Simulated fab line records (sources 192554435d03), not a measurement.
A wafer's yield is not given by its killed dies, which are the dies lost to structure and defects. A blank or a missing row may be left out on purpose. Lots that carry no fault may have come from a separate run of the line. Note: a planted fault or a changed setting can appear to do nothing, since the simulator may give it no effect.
fab line records | flow n5-finfet
record lots=7 wafers=39
route steps=1938 shown MOL_CONTACT_COAG@542 BEOL_M1@800 BEOL_M3@981
start-h: the number of hours between the record's first day and the start of the first shown wafer of the lot | wait-h: hours since the lot's step before | " identical to the entry in the row above | L1.1+2: one row covering several wafers at once | - no value, or no start given | * or withheld: withheld | < > ~ a bound
route shown NAME@n: a module of which the file shows steps, and the number in the route of the first | usual: average and standard deviation across the fault-free wafers | same: alike in all rows | chamber/n: place in a boat | sites: each site's reading | _std_site: standard deviation of those values | _edge_site: mean of outer sites minus mean of inner sites | radius-mm: how far each site lies from the wafer's centre | mask NAME#n: copy n | behind: tool/chamber where the wafer was last shaped | hold: what put the lot on hold/how long, in hours/how the hold closed | device: transistor that didn't switch, given as n, p or np | end of line: tests of these same wafers at the route's end | a step with no rows: only its recipe | killed: not the wafer's yield, but the dies lost to structure and defects at the first sort | map: a wafer's dies, marking killed ones x, the rest . and places with no die _
set.NAME: setting as actually run; set.NAME@STEP: the setting as run at that earlier step | model.NAME: the simulator's own value behind a step, which no gauge read
one table per step and one row per wafer, for lots whose settings were changed on purpose
## steps
# step N5_MOL_CONTACT_COAG_PRECLEAN_111
# recipe chemistry=NF3:NH3 afs-cycles=1 temp-c=30 time-s=20 sublimation-temp-c=180 sublimation-time-s=60 pressure-torr=3 rf-power-w=30
# columns lot.wafer tool chamber start-h wait-h set.time-s model.SiNx_of_SPACER0_ALD_07.thk-nm model.SiNx_of_GATE_CUT_SAC_CAP_01.thk-nm
L075.1+4+6 remote-plasma-02 1 95.94 0.2 25.14 1 20.2
L075.2+5 " 1 " " 20 1.2 20.4
L075.3 " 1 " " 20 1 20.4
L076.1 remote-plasma-01 0 103.70 0.3 20 1.2 20.2
L076.2+5 " 0 " " 27.9 0.8 20
L076.3 " 0 " " 27.9 0.8 20.2
L076.4 " 0 " " 20 1 20.4
L076.6 " 0 " " 20 1 20.2
L085.1+4 remote-plasma-02 0 163.94 0.2 20 1.2 20.4
L085.2+5+6 " 0 " " 9.456 1.6 20.8
L085.3 " 0 " " 20 1 20.4
L087.1+2 remote-plasma-02 1 167.32 0.5 26.71 0.8 20
L087.3 " 1 " " 20 1 20.4
L087.4 " 1 " " 20 1.2 20.2
L087.5 " 1 " " 26.71 0.8 20.2
L087.6 " 1 " " 20 1.2 20.4
L090.2+4+6 remote-plasma-02 1 186.04 0.7 20 1 20.2
L093.1+3+6 remote-plasma-02 0 203.79 1.1 20 1 20.4
L093.2+4+5 " 0 " " 15.85 1.2 20.4
L094.1+2+4 remote-plasma-02 1 208.76 0.2 26.01 0.8 20
L094.3+5+6 " 1 " " 20 1 20.4
# step N5_MOL_CONTACT_COAG_TI_SIL_19
# recipe material=Ti target-thk-a=42 temp-c=200 chamber-pressure-pa=5 power-w=5000 time-s=15
# step N5_MOL_CONTACT_COAG_ALD_20
# recipe material=TiN target-thk-a=15 temp-c=400 ald-precursor-family=TiCl4 ald-co-reactant=NH3 pulse-time-s=1 purge-time-s=3 co-reactant-purge-time-s=2 co-reactant-pulse-time-s=2 ald-cycles=68 pressure-torr=3
# step N5_MOL_CONTACT_COAG_PRECLEAN_125
# recipe chemistry=DIW time-s=57.5 temp-c=23
# step N5_MOL_CONTACT_COAG_SRD_126
# recipe dry-time-s=32 dry=n2-spin spin-rpm=1500
# step N5_MOL_CONTACT_COAG_CMP_23
# recipe stop-on=SiO2 t-overpolish-s=1.5 post-cmp-clean=cu-alkaline down-force-psi=2 platen-rpm=50.289 pad-velocity-m-s=1.0006 target-thk-nm=0
# columns lot.wafer tool chamber start-h wait-h set.time-s@MOL_CONTACT_COAG_PRECLEAN_111 model.SiNx_of_GATE_CUT_SAC_CAP_01.thk-nm
L075.4+1+6 cmp-03 0,2,0 100.96 0.0 25.14 18.2
L075.2 " 1 " " 20 18.4
L075.3+5 " 3,1 " " 20 18.2
L076.2+3+5 cmp-02 1,3,1 108.47 0.0 27.9 18
L076.1+6 " 2 " " 20 18.2
L076.4 " 0 " " 20 18.4
L085.1+3 cmp-01 1,3 169.09 0.1 20 18.2
L085.2+6 " 2 " " 9.456 18.6
L085.4 " 0 " " 20 18.4
L085.5 " 1 " " 9.456 18.8
L087.4+3+6 cmp-01 2,1,2 171.18 0.1 20 18.2
L087.2+1+5 " 3,0,3 " " 26.71 18
L090.2+4+6 cmp-01 0,2,3 191.07 0.1 20 18.2
L093.3+1 cmp-01 1,3 206.82 0.0 20 18.2
L093.4+2+5 " 2,0,2 " " 15.85 18.4
L093.6 " 1 " " 20 18.4
L094.1+4+2 cmp-03 2,0,1 213.77 0.0 26.01 18
L094.3+5 " 3 " " 20 18.4
L094.6 " 2 " " 20 18.2
# step N5_MOL_CONTACT_COAG_WET_ETCH_26
# recipe target=Co target-depth-nm=13
# columns lot.wafer tool chamber start-h wait-h set.time-s@MOL_CONTACT_COAG_PRECLEAN_111 model.SiNx_of_GATE_CUT_SAC_CAP_01.thk-nm
L075.1+4+6 wet-bench-04 6,3,2 101.31 0.0 25.14 18.2
L075.2+3+5 " 4,7,5 " " 20 18.2
L076.1+4+6 wet-bench-04 6,0,7 108.82 0.0 20 18.2
L076.2+3 " 2,3 " " 27.9 18
L076.5 " 1 " " 27.9 17.8
L085.1+3+4 wet-bench-04 7,2,6 169.44 0.0 20 18.2
L085.2+5+6 " 5,1,0 " " 9.456 18.6
L087.1+2+5 wet-bench-05 7,0,6 171.53 0.0 26.71 18
L087.3+4+6 " 4,5,1 " " 20 18.2
L090.2 wet-bench-03 2 191.38 0.0 20 18
L090.4+6 " 0,3 " " 20 18.2
L093.1+3+6 wet-bench-05 6,2,7 207.17 0.0 20 18.2
L093.2+4 " 4,5 " " 15.85 18.4
L093.5 " 3 " " 15.85 18.2
L094.1+2+4 wet-bench-04 4,1,3 214.12 0.0 26.01 18
L094.3 " 6 " " 20 18.4
L094.5+6 " 5,2 " " 20 18.2
# step N5_MOL_CONTACT_COAG_WET_ETCH_116
# recipe chemistry=SC1-inhibited target-depth-nm=4.6 dry=ipa-marangoni rinse-time-s=30 rinse-temp-c=23
# step N5_MOL_CONTACT_COAG_ALD_27
# recipe material=SiOC target-thk-a=170 temp-c=400 ald-precursor-family=carbosiloxane ald-co-reactant=H2-plasma pulse-time-s=1.5 time-s=2720 purge-time-s=2 co-reactant-purge-time-s=2 ald-cycles=340 pressure-torr=2
# step N5_MOL_CONTACT_COAG_CMP_28
# recipe stop-on=SiNx t-overpolish-s=0.85 post-cmp-clean=alkaline-brush down-force-psi=4.15 platen-rpm=51.8 pad-velocity-m-s=1.0307 target-thk-nm=14.522
# step N5_MOL_CONTACT_COAG_THK_MEAS_29
# recipe reads=SiNx_of_GATE_CUT_PECVD_57+SiNx_of_GATE_CUT_SAC_CAP_01
# usual MD_CAP_THK=17.91/0.083
# columns lot.wafer tool chamber start-h wait-h set.time-s@MOL_CONTACT_COAG_PRECLEAN_111 MD_CAP_THK[nm]
L075.1 film-metro-01 - 103.64 - 25.14 17.87
L075.2 " - " " 20 17.99
L075.3 " - " " 20 17.97
L075.4 " - " " 25.14 17.87
L075.5 " - " " 20 17.91
L075.6 " - " " 25.14 17.87
L076.1 film-metro-01 - 111.15 - 20 17.92
L076.2 " - " " 27.9 17.71
L076.3 " - " " 27.9 17.75
L076.4 " - " " 20 17.98
L076.5 " - " " 27.9 17.57
L076.6 " - " " 20 17.91
L085.1 film-metro-02 - 171.93 - 20 17.91
L085.2 " - " " 9.456 18.33
L085.3 " - " " 20 17.97
L085.4 " - " " 20 17.99
L085.5 " - " " 9.456 18.43
L085.6 " - " " 9.456 18.22
L087.1 film-metro-01 - 174.58 - 26.71 17.71
L087.2 " - " " 26.71 17.74
L087.3 " - " " 20 17.91
L087.4 " - " " 20 17.85
L087.5 " - " " 26.71 17.70
L087.6 " - " " 20 17.92
L090.2 film-metro-01 - 193.71 - 20 17.83
L090.4 " - " " 20 17.91
L090.6 " - " " 20 17.87
L093.1 film-metro-02 - 210.07 - 20 17.91
L093.2 " - " " 15.85 18.02
L093.3 " - " " 20 17.92
L093.4 " - " " 15.85 18.03
L093.5 " - " " 15.85 17.94
L093.6 " - " " 20 17.96
L094.1 film-metro-01 - 216.50 - 26.01 17.65
L094.2 " - " " 26.01 17.64
L094.3 " - " " 20 18.01
L094.4 " - " " 26.01 17.74
L094.5 " - " " 20 17.96
L094.6 " - " " 20 17.92
# step N5_MOL_CONTACT_COAG_ALD_123
# recipe material=SiNx target-thk-a=50 temp-c=400 ald-precursor-family=SiH2I2 ald-co-reactant=N2/H2-plasma pulse-time-s=1 purge-time-s=2 co-reactant-purge-time-s=2 ald-cycles=100 pressure-torr=2
# step N5_MOL_CONTACT_COAG_PECVD_31
# recipe material=SiO2 target-thk-a=460 temp-c=400 precursor=TEOS/O2 pressure-torr=6.5 rf-w=withheld teos-flow-sccm=withheld gas=O2 flow-sccm=2650 time-s=8.9
# step N5_MOL_CONTACT_COAG_VIA_ETCH_46
# recipe chemistry=C4F6/O2 target-depth-a=460 overetch-a=92 mask-material=SOC target=SiO2 bias-w=455 pressure-mtorr=10 time-s=40 source-w=325 Ar_flow_sccm=300 C4F6_flow_sccm=10 O2_flow_sccm=10 ion-energy-ev=575.3 ends=end-point
# step N5_MOL_CONTACT_COAG_STRIP_96
# recipe chemistry=N2/H2 power-w=500 temp-c=40 pressure-mtorr=50 rf-frequency-hz=6e+07 overash-fraction=0.3 bias-power-w=28 h2-frac=0.5 n2-flow-sccm=300 h2-flow-sccm=300
# step N5_MOL_CONTACT_COAG_ETCH_47
# recipe chemistry=CH3F/O2 target=SiNx target-depth-a=270 mask-material=SiO2 stop-on=W over-etch-frac=0.2 ion-energy-ev=120 endpoint=OES-CN pressure-mtorr=30 source-w=395 bias-w=73 Ar_flow_sccm=150 CH3F_flow_sccm=30 O2_flow_sccm=20 ends=end-point
# columns lot.wafer tool chamber start-h wait-h set.time-s@MOL_CONTACT_COAG_PRECLEAN_111 model.MOL_CONTACT_COAG.feature-depth-nm model.etch.depth-nm
L075.1 rie-diel-06 0 105.96 0.0 25.14 18.4 17.83
L075.2 " 3 " " 20 18.6 17.98
L075.3 " 1 " " 20 18.6 17.94
L075.4 " 2 " " 25.14 18.4 17.87
L075.5 " 2 " " 20 18.6 17.91
L075.6 " 1 " " 25.14 18.4 17.84
L076.1+6 rie-diel-01 0,1 113.03 0.0 20 18.4 17.89
L076.2 " 1 " " 27.9 18.2 17.71
L076.3 " 2 " " 27.9 18.4 17.73
L076.4 " 2 " " 20 18.6 17.96
L076.5 " 0 " " 27.9 18.2 17.58
L085.1 rie-diel-01 2 173.74 0.0 20 18.4 17.92
L085.2 " 1 " " 9.456 19 18.33
L085.3 " 3 " " 20 18.6 17.94
L085.4 " 2 " " 20 18.6 17.99
L085.5 " 3 " " 9.456 19 18.38
L085.6 " 1 " " 9.456 18.8 18.27
L087.1 rie-diel-06 1 176.24 0.0 26.71 18.2 17.69
L087.2 " 2 " " 26.71 18.2 17.71
L087.3+6 " 3,1 " " 20 18.6 17.94
L087.4 " 0 " " 20 18.4 17.87
L087.5 " 0 " " 26.71 18.2 17.72
L090.2 rie-diel-01 0 195.33 0.0 20 18.4 17.8
L090.4 " 1 " " 20 18.4 17.86
L090.6 " 3 " " 20 18.4 17.87
L093.1 rie-diel-01 0 211.87 0.0 20 18.6 17.93
L093.2 " 2 " " 15.85 18.6 18.01
L093.3 " 3 " " 20 18.4 17.9
L093.4 " 1 " " 15.85 18.6 18.04
L093.5 " 2 " " 15.85 18.6 17.98
L093.6 " 1 " " 20 18.6 18
L094.1 rie-diel-02 3 218.20 0.0 26.01 18.2 17.65
L094.2 " 2 " " 26.01 18.2 17.66
L094.3 " 1 " " 20 18.6 18.04
L094.4 " 1 " " 26.01 18.2 17.7
L094.5 " 3 " " 20 18.6 17.99
L094.6 " 2 " " 20 18.6 17.92
# step N5_BEOL_M1_TRENCH_ETCH_37
# recipe chemistry=C4F6/O2 target-depth-a=552.07 target=SiOC time-s=29 ion-energy-ev=250 pressure-mtorr=30 source-w=355 bias-w=185 Ar_flow_sccm=300 C4F6_flow_sccm=10 O2_flow_sccm=10
# columns lot.wafer tool chamber start-h wait-h set.time-s model.BEOL_M1.feature-depth-nm model.etch.depth-nm model.TiN_of_BEOL_M1_HM_DEP_02.thk-nm
L075.1 rie-diel-04 0 - - 38.49 73.8 73.76 16.8
L075.2 " 3 " " 29 54.4 54.46 17.6
L075.3 " 2 " " 29 54.4 54.31 17.6
L075.4 " 1 " " 29 55.2 55.21 17.6
L075.5 " 0 " " 38.49 73.2 73.22 16.8
L075.6 " 3 " " 38.49 72.2 72.16 17
L076.1 rie-diel-03 1 - - 29 57 56.92 17.4
L076.2 " 0 " " 29 55.4 55.43 17.6
L076.3 " 3 " " 15.23 29.2 29.27 18.6
L076.4 " 3 " " 15.23 29.4 29.4 18.8
L076.5 " 1 " " 15.23 30 29.95 18.8
L076.6 " 0 " " 29 55.6 55.66 17.6
L085.1 rie-diel-04 2 - - 29 55.4 55.43 18
L085.2 " 3 " " 29 54.8 54.85 17.8
L085.3 " 0 " " 29 56.6 56.55 17.8
L085.4 " 1 " " 29 55.4 55.45 17.8
L085.5 " 1 " " 29 55 54.97 18
L085.6 " 2 " " 29 55.4 55.41 17.8
L087.1 rie-diel-05 2 - - 29 54.4 54.39 18
L087.2 " 1 " " 29 54.8 54.71 17.8
L087.3 " 3 " " 41.35 80.4 80.38 16.4
L087.4 " 0 " " 29 54.8 54.8 17.6
L087.5 " 3 " " 41.35 80.2 80.14 16.8
L087.6 " 0 " " 41.35 78.6 78.54 16.6
L090.2 rie-diel-03 1 - - 29 56.6 56.68 17.4
L090.4 " 3 " " 29 55.4 55.33 17.6
L090.6 " 0 " " 29 55 54.93 17.4
L093.1 rie-diel-05 2 - - 29 53.4 53.47 17.8
L093.2 " 3 " " 40.7 78 78.08 16.8
L093.3 " 1 " " 40.7 75.6 75.68 16.6
L093.4 " 0 " " 40.7 76.4 76.31 16.6
L093.5 " 3 " " 29 55.6 55.54 17.6
L093.6 " 2 " " 29 54 53.95 17.8
L094.1 rie-diel-05 3 - - 19.11 37.4 37.46 18.4
L094.2 " 2 " " 19.11 36 35.97 18.4
L094.3 " 0 " " 29 54.8 54.82 17.4
L094.4 " 1 " " 29 55 55.05 17.4
L094.5 " 1 " " 29 54.6 54.63 17.4
L094.6 " 0 " " 19.11 36.4 36.31 18.4
# step N5_BEOL_M1_ETCH_41
# recipe chemistry=CH3F/O2 target=SiCN target-depth-a=319 taper-deg=2 time-s=57.8 ion-energy-ev=120 mask-material=TiN pressure-mtorr=30 source-w=395 bias-w=75 Ar_flow_sccm=150 CH3F_flow_sccm=30 O2_flow_sccm=20
# step N5_BEOL_M1_STRIP_97
# recipe chemistry=N2/H2 time-s=10 power-w=450 temp-c=40 pressure-mtorr=20 rf-frequency-hz=6e+07 bias-power-w=7 n2-flow-sccm=200 h2-flow-sccm=200
# step N5_BEOL_M1_OCD_MEAS_38
# usual trench-depth-nm=55.3/0.94
# columns lot.wafer tool chamber start-h wait-h set.time-s@BEOL_M1_TRENCH_ETCH_37 trench-depth-nm
L075.1 ocd-01 - 131.28 - 38.49 73.8
L075.2 " - " " 29 54.8
L075.3 " - " " 29 54.3
L075.4 " - " " 29 55.2
L075.5 " - " " 38.49 73.2
L075.6 " - " " 38.49 71.5
L076.1 ocd-01 - 138.33 - 29 57.4
L076.2 " - " " 29 55.8
L076.3 " - " " 15.23 29.6
L076.4 " - " " 15.23 29.1
L076.5 " - " " 15.23 30.1
L076.6 " - " " 29 55.7
L085.1 ocd-01 - 208.94 - 29 55.6
L085.2 " - " " 29 55.0
L085.3 " - " " 29 56.2
L085.4 " - " " 29 55.2
L085.5 " - " " 29 54.4
L085.6 " - " " 29 55.3
L087.1 ocd-02 - 213.87 - 29 54.7
L087.2 " - " " 29 54.6
L087.3 " - " " 41.35 80.4
L087.4 " - " " 29 55.2
L087.5 " - " " 41.35 80.2
L087.6 " - " " 41.35 78.6
L090.2 ocd-01 - 226.59 - 29 56.8
L090.4 " - " " 29 55.0
L090.6 " - " " 29 55.2
L093.1 ocd-01 - 244.90 - 29 53.4
L093.2 " - " " 40.7 78.2
L093.3 " - " " 40.7 75.9
L093.4 " - " " 40.7 76.8
L093.5 " - " " 29 55.3
L093.6 " - " " 29 54.0
L094.1 ocd-01 - 248.01 - 19.11 38.1
L094.2 " - " " 19.11 36.1
L094.3 " - " " 29 55.3
L094.4 " - " " 29 54.8
L094.5 " - " " 29 54.3
L094.6 " - " " 19.11 36.1
# step N5_BEOL_M3_ETCH_41
# recipe chemistry=CH3F/O2 target=SiCN target-depth-a=299 taper-deg=2 time-s=52.5 ion-energy-ev=120 mask-material=TiN pressure-mtorr=30 source-w=395 bias-w=75 Ar_flow_sccm=150 CH3F_flow_sccm=30 O2_flow_sccm=20
# columns lot.wafer tool chamber start-h wait-h set.target-depth-a model.etch.depth-nm
L075.1 rie-diel-05 2 - - 299 19.94
L075.2 " 3 " " 299 20.58
L075.3 " 1 " " 247.3 16.52
L075.4 " 0 " " 247.3 16.57
L075.5 " 2 " " 299 19.95
L075.6 " 1 " " 247.3 16.67
L076.1 rie-diel-04 3 - - 299 19.52
L076.2 " 0 " " 299 20.27
L076.3 " 1 " " 299 20
L076.4 " 2 " " 299 19.75
L076.5 " 0 " " 299 20.18
L076.6 " 1 " " 299 19.83
L085.1 rie-diel-04 2 - - 299 19.63
L085.2+5 " 1,2 " " 456.6 30.01
L085.3 " 3 " " 456.6 29.78
L085.4 " 0 " " 299 20.12
L085.6 " 3 " " 299 19.52
L087.1 rie-diel-04 1 - - 123.7 8.181
L087.2 " 2 " " 299 19.8
L087.3 " 3 " " 299 19.42
L087.4 " 0 " " 299 20.06
L087.5 " 1 " " 123.7 8.205
L087.6 " 0 " " 123.7 8.278
L090.2 rie-diel-04 1 - - 299 19.61
L090.4 " 3 " " 299 19.24
L090.6 " 2 " " 299 19.64
L093.1 rie-diel-03 0 - - 389.2 25.94
L093.2 " 1 " " 389.2 26.81
L093.3 " 3 " " 299 20.08
L093.4 " 2 " " 389.2 26.28
L093.5 " 2 " " 299 20.41
L093.6 " 1 " " 299 20.39
L094.1+3 rie-diel-04 1,2 - - 299 19.74
L094.2 " 0 " " 456.5 30.6
L094.4 " 0 " " 299 20.13
L094.5 " 2 " " 456.5 30.43
L094.6 " 1 " " 456.5 30.56
## key
split step=N5_MOL_CONTACT_COAG_PRECLEAN_111 setting=time-s stated=20 by=wafer
response step=N5_MOL_CONTACT_COAG_PRECLEAN_111 reading=model.SiNx_of_SPACER0_ALD_07.thk-nm change=-0.00803 per=1% r=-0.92
response step=N5_MOL_CONTACT_COAG_PRECLEAN_111 reading=model.SiNx_of_GATE_CUT_SAC_CAP_01.thk-nm change=-0.00739 per=1% r=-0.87
response step=N5_MOL_CONTACT_COAG_CMP_23 reading=model.SiNx_of_GATE_CUT_SAC_CAP_01.thk-nm change=-0.00708 per=1% r=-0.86
response step=N5_MOL_CONTACT_COAG_WET_ETCH_26 reading=model.SiNx_of_GATE_CUT_SAC_CAP_01.thk-nm change=-0.00658 per=1% r=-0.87
response step=N5_MOL_CONTACT_COAG_THK_MEAS_29 reading=MD_CAP_THK change=-0.00644 per=1% r=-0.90
response step=N5_MOL_CONTACT_COAG_ETCH_47 reading=model.MOL_CONTACT_COAG.feature-depth-nm change=-0.00787 per=1% r=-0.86
response step=N5_MOL_CONTACT_COAG_ETCH_47 reading=model.etch.depth-nm change=-0.00673 per=1% r=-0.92
split step=N5_BEOL_M1_TRENCH_ETCH_37 setting=time-s stated=29 by=wafer
response step=N5_BEOL_M1_TRENCH_ETCH_37 reading=model.BEOL_M1.feature-depth-nm change=+0.561 per=1% r=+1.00
response step=N5_BEOL_M1_TRENCH_ETCH_37 reading=model.etch.depth-nm change=+0.561 per=1% r=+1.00
response step=N5_BEOL_M1_TRENCH_ETCH_37 reading=model.TiN_of_BEOL_M1_HM_DEP_02.thk-nm change=-0.0264 per=1% r=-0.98
response step=N5_BEOL_M1_OCD_MEAS_38 reading=trench-depth-nm change=+0.562 per=1% r=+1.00
split step=N5_BEOL_M3_ETCH_41 setting=target-depth-a stated=299 by=wafer
response step=N5_BEOL_M3_ETCH_41 reading=model.etch.depth-nm change=+0.198 per=1% r=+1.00
